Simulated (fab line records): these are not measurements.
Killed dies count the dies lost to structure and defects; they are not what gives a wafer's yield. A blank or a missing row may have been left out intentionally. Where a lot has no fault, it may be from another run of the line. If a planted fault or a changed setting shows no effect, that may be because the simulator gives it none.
Split-lot study / flow n5 finfet / route with 1938 steps; 7 lots, 39 wafers read

## SPLIT DETAILS
At N5_FIN_SAQP_PECVD_06 (deposits a-Si from SiH4/He, target thk 60 nm, time 48.1 s), the setting time s was moved away from the recipe's 48.1 s on 15 of the 39 wafers read, by -58.1% to +16.3%. For the rest of the wafers, this setting stayed at what the recipe calls for.

## FROM THE SPLIT TO THE READING: what the file shows between them, 5 steps
- N5_FIN_SAQP_THK_MEAS_07
- N5_FIN_SAQP_HM_DEP_72: deposits SiO2 from SiH4/N2O, target thk 12 nm, time 7.2 s
- N5_FIN_SAQP_COAT_49: time 60 s, resist thk 100 nm
- N5_FIN_SAQP_HM_OPEN_73: chemistry CHF3/O2, target SiO2, stops on a-Si, target depth 12 nm, time 16.8 s
- N5_FIN_SAQP_STRIP_74: strips in CHF3/O2

## THE READING
oes product au, in a.u., at N5_FIN_SAQP_MANDREL_ETCH_22 (etches a-Si in HBr/Cl2, stops on SiNx, target depth 60 nm, bt time 10 s, time 30 s). Typical for fault-free wafers on this fab line: 0.768 a.u., with standard deviation 0.012 a.u.

wafer=L078.1; tool, chamber at the split=pecvd-01, 0; time s as run, s=23.49; against the recipe=-51.2%; oes product au, a.u.=0.530; against lot-mates on the recipe=-0.237
wafer=L078.2; tool, chamber at the split=pecvd-01, 1; time s as run, s=48.1; against the recipe=recipe; oes product au, a.u.=0.758; against lot-mates on the recipe=-
wafer=L078.3; tool, chamber at the split=pecvd-01, 0; time s as run, s=23.49; against the recipe=-51.2%; oes product au, a.u.=0.531; against lot-mates on the recipe=-0.236
wafer=L078.4; tool, chamber at the split=pecvd-01, 1; time s as run, s=48.1; against the recipe=recipe; oes product au, a.u.=0.771; against lot-mates on the recipe=-
wafer=L078.5; tool, chamber at the split=pecvd-01, 0; time s as run, s=48.1; against the recipe=recipe; oes product au, a.u.=0.772; against lot-mates on the recipe=-
wafer=L078.6; tool, chamber at the split=pecvd-01, 1; time s as run, s=23.49; against the recipe=-51.2%; oes product au, a.u.=0.525; against lot-mates on the recipe=-0.242
wafer=L079.1; tool, chamber at the split=pecvd-01, 0; time s as run, s=48.1; against the recipe=recipe; oes product au, a.u.=0.764; against lot-mates on the recipe=-
wafer=L079.2; tool, chamber at the split=pecvd-01, 1; time s as run, s=55.96; against the recipe=+16.3%; oes product au, a.u.=0.840; against lot-mates on the recipe=+0.065
wafer=L079.3; tool, chamber at the split=pecvd-01, 2; time s as run, s=48.1; against the recipe=recipe; oes product au, a.u.=0.779; against lot-mates on the recipe=-
wafer=L079.4; tool, chamber at the split=pecvd-01, 0; time s as run, s=55.96; against the recipe=+16.3%; oes product au, a.u.=0.855; against lot-mates on the recipe=+0.080
wafer=L079.5; tool, chamber at the split=pecvd-01, 1; time s as run, s=55.96; against the recipe=+16.3%; oes product au, a.u.=0.848; against lot-mates on the recipe=+0.073
wafer=L079.6; tool, chamber at the split=pecvd-01, 2; time s as run, s=48.1; against the recipe=recipe; oes product au, a.u.=0.783; against lot-mates on the recipe=-
wafer=L085.1; tool, chamber at the split=pecvd-04, 0; time s as run, s=20.15; against the recipe=-58.1%; oes product au, a.u.=0.494; against lot-mates on the recipe=-0.268
wafer=L085.2; tool, chamber at the split=pecvd-04, 1; time s as run, s=20.15; against the recipe=-58.1%; oes product au, a.u.=0.510; against lot-mates on the recipe=-0.252
wafer=L085.3; tool, chamber at the split=pecvd-04, 2; time s as run, s=48.1; against the recipe=recipe; oes product au, a.u.=0.765; against lot-mates on the recipe=-
wafer=L085.4; tool, chamber at the split=pecvd-04, 0; time s as run, s=48.1; against the recipe=recipe; oes product au, a.u.=0.752; against lot-mates on the recipe=-
wafer=L085.5; tool, chamber at the split=pecvd-04, 1; time s as run, s=48.1; against the recipe=recipe; oes product au, a.u.=0.769; against lot-mates on the recipe=-
wafer=L085.6; tool, chamber at the split=pecvd-04, 2; time s as run, s=20.15; against the recipe=-58.1%; oes product au, a.u.=0.505; against lot-mates on the recipe=-0.257
wafer=L087.1; tool, chamber at the split=pecvd-01, 1; time s as run, s=21.32; against the recipe=-55.7%; oes product au, a.u.=0.503; against lot-mates on the recipe=-0.272
wafer=L087.2; tool, chamber at the split=pecvd-01, 0; time s as run, s=48.1; against the recipe=recipe; oes product au, a.u.=0.776; against lot-mates on the recipe=-
wafer=L087.3; tool, chamber at the split=pecvd-01, 2; time s as run, s=21.32; against the recipe=-55.7%; oes product au, a.u.=0.524; against lot-mates on the recipe=-0.251
wafer=L087.4; tool, chamber at the split=pecvd-01, 1; time s as run, s=48.1; against the recipe=recipe; oes product au, a.u.=0.766; against lot-mates on the recipe=-
wafer=L087.5; tool, chamber at the split=pecvd-01, 0; time s as run, s=21.32; against the recipe=-55.7%; oes product au, a.u.=0.522; against lot-mates on the recipe=-0.253
wafer=L087.6; tool, chamber at the split=pecvd-01, 2; time s as run, s=48.1; against the recipe=recipe; oes product au, a.u.=0.782; against lot-mates on the recipe=-
wafer=L088.1; tool, chamber at the split=pecvd-04, 0; time s as run, s=48.1; against the recipe=recipe; oes product au, a.u.=0.745; against lot-mates on the recipe=-
wafer=L088.2; tool, chamber at the split=pecvd-04, 2; time s as run, s=48.1; against the recipe=recipe; oes product au, a.u.=0.775; against lot-mates on the recipe=-
wafer=L088.3; tool, chamber at the split=pecvd-04, 1; time s as run, s=48.1; against the recipe=recipe; oes product au, a.u.=0.780; against lot-mates on the recipe=-
wafer=L088.4; tool, chamber at the split=pecvd-04, 0; time s as run, s=48.1; against the recipe=recipe; oes product au, a.u.=0.795; against lot-mates on the recipe=-
wafer=L088.5; tool, chamber at the split=pecvd-04, 1; time s as run, s=48.1; against the recipe=recipe; oes product au, a.u.=0.772; against lot-mates on the recipe=-
wafer=L088.6; tool, chamber at the split=pecvd-04, 2; time s as run, s=48.1; against the recipe=recipe; oes product au, a.u.=0.758; against lot-mates on the recipe=-
wafer=L095.2; tool, chamber at the split=pecvd-03, 1; time s as run, s=48.1; against the recipe=recipe; oes product au, a.u.=0.758; against lot-mates on the recipe=-
wafer=L095.3; tool, chamber at the split=pecvd-03, 0; time s as run, s=48.1; against the recipe=recipe; oes product au, a.u.=0.748; against lot-mates on the recipe=-
wafer=L095.4; tool, chamber at the split=pecvd-03, 0; time s as run, s=48.1; against the recipe=recipe; oes product au, a.u.=0.757; against lot-mates on the recipe=-
wafer=L097.1; tool, chamber at the split=pecvd-01, 0; time s as run, s=48.1; against the recipe=recipe; oes product au, a.u.=0.763; against lot-mates on the recipe=-
wafer=L097.2; tool, chamber at the split=pecvd-01, 1; time s as run, s=48.1; against the recipe=recipe; oes product au, a.u.=0.744; against lot-mates on the recipe=-
wafer=L097.3; tool, chamber at the split=pecvd-01, 2; time s as run, s=22.26; against the recipe=-53.7%; oes product au, a.u.=0.530; against lot-mates on the recipe=-0.226
wafer=L097.4; tool, chamber at the split=pecvd-01, 0; time s as run, s=22.26; against the recipe=-53.7%; oes product au, a.u.=0.506; against lot-mates on the recipe=-0.250
wafer=L097.5; tool, chamber at the split=pecvd-01, 2; time s as run, s=48.1; against the recipe=recipe; oes product au, a.u.=0.761; against lot-mates on the recipe=-
wafer=L097.6; tool, chamber at the split=pecvd-01, 1; time s as run, s=22.26; against the recipe=-53.7%; oes product au, a.u.=0.507; against lot-mates on the recipe=-0.249

FIT RESULTS
A straight line over all 39 wafers: oes product au changes by +0.00461 a.u. for each +1% of time s; r = +1.00; the points scatter about the line by 0.012 a.u.
The same after taking each lot's own level away (the mean of its wafers on the recipe; 39 wafers): +0.00455 a.u. for each +1%; r = +1.00; scatter 0.0099 a.u.
Per that fit: largest time s move, reading shift of 0.26 a.u.
Measured against the standard deviation above, the lots' own levels, which go from 0.7543 to 0.7753 a.u., span 1.8 times it.
Hence the lot-to-lot level has little effect on the slope; both slopes agree.
Check: for one of the wafers moved furthest among these (-58.1%), held out of the fit, the line's prediction against its lot-mates is -0.264 a.u. Against them it came out at -0.268 a.u.

## THE WHOLE CHAIN: every reading that the file lists as answering this split, in the file's order
step=N5_FIN_SAQP_PECVD_06; what it does=deposits a-Si from SiH4/He, target thk 60 nm, time 48.1 s; reading=a-Si_of_FIN_SAQP_PECVD_06.thk nm (the simulator's own value, which no gauge read); change (the file's fit)=+0.607 nm for each +1% of the setting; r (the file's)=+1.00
step=N5_FIN_SAQP_THK_MEAS_07; what it does=; reading=thk nm; change (the file's fit)=withheld for each +1% of the setting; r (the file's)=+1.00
step=N5_FIN_SAQP_MANDREL_ETCH_22; what it does=etches a-Si in HBr/Cl2, stops on SiNx, target depth 60 nm, bt time 10 s, time 30 s; reading=oes product au; change (the file's fit)=+0.00455 a.u. for each +1% of the setting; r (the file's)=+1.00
step=N5_FIN_SAQP_MANDREL_ETCH_22; what it does=etches a-Si in HBr/Cl2, stops on SiNx, target depth 60 nm, bt time 10 s, time 30 s; reading=etch.depth nm (the simulator's own value, which no gauge read); change (the file's fit)=+0.607 nm for each +1% of the setting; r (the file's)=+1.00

## FILE'S OWN FIT
oes product au changes by +0.00455 a.u. for each +1% of time s, r = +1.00.
